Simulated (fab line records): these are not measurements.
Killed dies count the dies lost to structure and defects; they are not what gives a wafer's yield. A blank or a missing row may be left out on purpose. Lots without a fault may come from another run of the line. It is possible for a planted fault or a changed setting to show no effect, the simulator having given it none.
Matching of chambers -- flow n5 finfet -- N5_MOL_CONTACT_COAG_ALD_27 on ald sin-04 has 4 sister chambers
The step deposits SiOC, target thk 17 nm, pulse time 1.5 s, time 2720 s. 4 wafers are shown with their chamber, then 7 later ones without.

WAFERS WITH THEIR CHAMBER
wafer,chamber,heater power w (W)
L091.1,2,1013
L091.6,0,771
L092.1,3,774
L092.3,1,819

WAFERS WITH NO CHAMBER GIVEN
wafer,heater power w (W)
L092.4,771
L093.2,1024
L093.4,839
L093.5,1016
L097.1,850
L097.3,786
L097.5,799

CHAMBER TAKEN BY EACH
wafer,from the rows above,in truth
L092.4,can't be placed: 0 or 3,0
L093.2,2,2
L093.4,1,1
L093.5,2,2
L097.1,1,1
L097.3,can't be placed: 3 or 0 or 1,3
L097.5,can't be placed: 1 or 3 or 0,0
4 of 7 placed correctly. Can't be placed from these rows: 3 (the true chamber is among the candidates in 3). Wrongly placed: 0.
How it was worked out, from the rows above alone: a wafer's distance from a chamber is the root of the sum, over the readings, of the square of ((its reading less the chamber's mean) divided by the reading's scatter). The wafer belongs to the nearest chamber; if the next one is less than 2 further off, it can't be placed. Each chamber's mean is taken over the wafers shown for it. The scatter: root of mean squared gap, hidden wafer to nearest shown wafer, with one shown wafer a chamber.
